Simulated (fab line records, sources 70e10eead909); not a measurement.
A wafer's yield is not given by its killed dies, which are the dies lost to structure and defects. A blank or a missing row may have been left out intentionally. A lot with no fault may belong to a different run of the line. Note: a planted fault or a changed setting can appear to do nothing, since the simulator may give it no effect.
A struck lot beside a sound one	flow nandHarc	41 steps out of a route of 1159
Sound: wafers L816.2, L816.4, L816.5. Struck: wafer L823.6 (L823.1, L823.2, from the same lot, were not struck and are left out); the cause is given at the end.
Each step with rows lists, per side, the tool, then ch with its chambers, then its first start. Under that, the readings that differ: sound wafers	struck wafers	difference of the means	sigmas: that difference in standard deviations of wafers without a fault.
alike: same words and numbers on both sides, and readings whose means sit less than 2 such deviations apart. not compared: any withheld reading, any reading some wafer has no value for, any bound like >300 that may hide the same value, and any number with overlapping values for which the record gives no deviation.
A row with sigmas, a row that says differs or no value, or rows on one side alone: a step with any of these is where the two part. Numbers that don't overlap but have no deviation are shown without sigmas and don't part them. A reading missing from all wafers of one side parts the sides only when that side holds two or more wafers.

NHARC_A_M0_CD_MEAS_09: target cd 80 nm.
  sound on cdSem-03 ch 0, day 18 05:01; struck on cdSem-01 ch 0, day 21 00:58
  alike: cdNm
NHARC_A_M0_OVL_MEAS_10: pitch 160 nm.
  sound on overlay-01, day 18 05:06; struck on overlay-01, day 21 01:04
reading	sound	struck	difference	sigmas
overlayXNm (nm)	-0.9 -1.0 -1.3	1.2	+2.3	+3
  alike: overlayYNm
NHARC_A_M0_INSPECT_11:
  sound on defectInspect-02, day 18 05:08; struck on defectInspect-01, day 21 01:05
  alike: rawDefectCount
then, 3 steps without rows for these wafers: NHARC_A_M0_DESCUM_14 (chemistry O2, time 3 s); NHARC_A_M0_ETCH_34 (etches the open film in N2/H2, target depth 40 nm, overetch 12 nm, time 43.94 s); NHARC_A_M0_ETCH_15 (etches the open film in C4F8/Ar, target depth 150 nm, overetch 15 nm, time 82.5 s).
NHARC_A_M0_CD_MEAS_16:
  sound on cdSem-03, day 18 05:31; struck on cdSem-03, day 21 01:28
  alike: cdNm
then, 3 steps without rows for these wafers: NHARC_A_M0_STRIP_18 (strips in N2/H2); NHARC_A_M0_STRIP_19 (strips in post etch residue remover, time 600 s); NHARC_A_M0_DEGAS_28 (time 60 s).
NHARC_A_M0_PRE_CLEAN_29: time 30 s.
  sound on pvdSputter-02; struck on pvdSputter-02
  alike: heaterPowerW
then, 1 step without rows for these wafers: NHARC_A_M0_PVD_20 (deposits TaN, target thk 5 nm, time 8.06 s).
NHARC_A_M0_PVD_21: deposits Cu, target thk 30 nm, time 20.49 s.
  sound on pvdSputter-02, day 18 06:24; struck on pvdSputter-02, day 21 02:20
  alike: throttleValvePct
then, 2 steps without rows for these wafers: NHARC_A_M0_ECD_22 (material Cu, target thk 400 nm); NHARC_A_M0_ANNEAL_30 (time 90 s).
NHARC_A_M0_CMP_23: polishes, t overpolish 20 s, target thk 113.75 nm.
  sound on cmp-01 ch 0,1,3, day 18 07:23; struck on cmp-02 ch 2, day 21 03:13
  alike: motorCurrentA, timeToEndpointS
after that, 1 step had no rows for these wafers: NHARC_A_M0_SRD_25.
NHARC_A_M0_INSPECT_27:
  sound on defectInspect-02, day 18 07:48; struck on defectInspect-02, day 21 03:40
  alike: rawDefectCount
NHARC_A_M0_PRE_CLEAN_31: time 12 s.
  sound on pecvd-01 ch 0,1,2, day 18 08:14; struck on pecvd-01 ch 2, day 21 04:38
  alike: heaterPowerW
NHARC_A_M0_DEP_32: deposits SiCN, target thk 30 nm.
  sound on pecvd-01 ch 0,1,2, day 18 08:22; struck on pecvd-01 ch 2, day 21 04:45
  alike: heaterPowerW
then, 10 steps without rows for these wafers: NHARC_A_M1_DEP_00 (deposits SiOC, target thk 182.5 nm); NHARC_A_M1_DEHYDRATE_01 (time 120 s); NHARC_A_M1_HMDS_02 (time 30 s); NHARC_A_M1_COAT_34 (time 65 s); NHARC_A_M1_COAT_03 (resist thk 90 nm); NHARC_A_M1_SOFTBAKE_04 (time 55 s); NHARC_A_M1_EBR_05; NHARC_A_M1_EXPOSE_06 (exposes mask A M1, target cd 120 nm); NHARC_A_M1_PEB_07 (peb time 65 s); NHARC_A_M1_DEVELOP_08 (develop time 35 s).
NHARC_A_M1_CD_MEAS_09: target cd 120 nm.
  the record has rows for the sound wafers here (cdSem-01 ch 0, day 18 09:31) and none for the struck ones
NHARC_A_M1_OVL_MEAS_10: pitch 240 nm.
  the record holds rows for the sound wafers here (overlay-02, day 18 09:36) but none for the struck ones
NHARC_A_M1_INSPECT_11:
  the record holds rows for the sound wafers here (defectInspect-01, day 18 09:38) but none for the struck ones
NHARC_A_M1_DESCUM_14: chemistry O2, time 3 s.
  the record has rows for the sound wafers here (rieDiel-01 ch 0,1,3, day 18 09:42) and none for the struck ones
then, 2 steps without rows for these wafers: NHARC_A_M1_ETCH_35 (etches the open film in N2/H2, target depth 40 nm, overetch 12 nm, time 43.94 s); NHARC_A_M1_ETCH_15 (etches the open film in C4F8/Ar, target depth 182.5 nm, time 91.2 s).
NHARC_A_M1_CD_MEAS_16:
  the record holds rows for the sound wafers here (cdSem-01, day 18 10:01) but none for the struck ones
then, 3 steps without rows for these wafers: NHARC_A_M1_STRIP_18 (strips in N2/H2); NHARC_A_M1_ETCH_28 (etches the open film in CF4/N2, target depth 30 nm, time 72.99 s); NHARC_A_M1_STRIP_19 (strips in post etch residue remover, time 600 s).
NHARC_END_SORT_01:
  sound on prober-01 ch 0, day 20 17:00; struck on prober-02 ch 0, day 23 00:44
reading	sound	struck	difference	sigmas
defectLimitedYield (%)	93.1 94.2 95.0	0	-94	-55
killedAtArray	35 33 31	673	+640	+58
killedDies	47 39 34	677	+637	+53
sort_bin_2_pct (%)	2.5 2.2 1.2	98.1	+96.1	+99 or more
sort_bin_3_pct (%)	0.44 0.30 0.59	0	+0	-2
sortNPass	630 638 643	0	-637	-53
sortRimYieldPct (%)	96 93 90	0	-93	-28
sortYieldPct (%)	93.1 94.2 95.0	0	-94	-55
  alike: killedAtOther, killedAtPeriphery, killedOpen, killedShort, sort_bin_4_pct

== WHERE THEY PART ==
At NHARC_A_M0_OVL_MEAS_10 first; at NHARC_END_SORT_01 last (within this record only).

WHY: the cause the simulator had injected
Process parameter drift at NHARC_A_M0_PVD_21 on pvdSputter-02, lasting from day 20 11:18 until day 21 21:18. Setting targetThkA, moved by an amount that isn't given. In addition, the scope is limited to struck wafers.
